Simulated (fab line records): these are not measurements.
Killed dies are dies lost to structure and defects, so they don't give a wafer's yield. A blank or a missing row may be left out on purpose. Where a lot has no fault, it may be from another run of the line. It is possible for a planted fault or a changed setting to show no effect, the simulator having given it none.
Matching of chambers + flow n5-finfet + 4 sister chambers for N5_BEOL_M2_STRIP_36 on rie-diel-02
The step strips in N2/H2. 7 wafers are shown with their chamber, then 9 later ones without.

## WAFERS WITH THEIR CHAMBER
| wafer  | chamber | drypump-motor-current-A (A) | throttle-valve-pct (%) |
|--------|---------|-----------------------------|------------------------|
| L078.3 | 2       | 5.3                         | 24.0                   |
| L078.4 | 3       | 6.4                         | 23.6                   |
| L079.2 | 2       | 5.3                         | 23.9                   |
| L079.6 | 1       | 5.9                         | 23.7                   |
| L086.1 | 0       | 5.0                         | 24.2                   |
| L086.3 | 1       | 5.9                         | 23.3                   |
| L086.5 | 0       | 5.1                         | 24.1                   |

## WAFERS WHOSE CHAMBER IS MISSING
| wafer  | drypump-motor-current-A (A) | throttle-valve-pct (%) |
|--------|-----------------------------|------------------------|
| L088.1 | 5.1                         | 24.1                   |
| L088.3 | 5.9                         | 23.3                   |
| L088.5 | 5.3                         | 24.0                   |
| L095.3 | 5.3                         | 24.0                   |
| L095.4 | 6.4                         | 23.7                   |
| L095.6 | 5.9                         | 23.3                   |
| L097.4 | 6.4                         | 23.7                   |
| L097.5 | 6.0                         | 23.3                   |
| L097.6 | 5.3                         | 24.0                   |

## EACH ONE'S CHAMBER
| wafer  | from the rows above | in truth |
|--------|---------------------|----------|
| L088.1 | 0                   | 0        |
| L088.3 | 1                   | 1        |
| L088.5 | 2                   | 2        |
| L095.3 | 2                   | 2        |
| L095.4 | 3                   | 3        |
| L095.6 | 1                   | 1        |
| L097.4 | 3                   | 3        |
| L097.5 | 1                   | 1        |
| L097.6 | 2                   | 2        |
9 of 9 placed correctly. Can't be placed from these rows: 0. Placed wrongly: 0.
How it was worked out, from the rows above alone: a wafer's distance from a chamber is the root of the sum, over the readings, of the square of ((its reading less the chamber's mean) divided by the reading's scatter). The wafer belongs to the nearest chamber; if the next one is less than 2 further off, it can't be placed. Each chamber's mean is taken over the wafers shown for it. How the scatter is found: for the shown wafers, subtract from each reading the mean of its chamber, square and add these, divide the total by (wafers less chambers), then take the root.
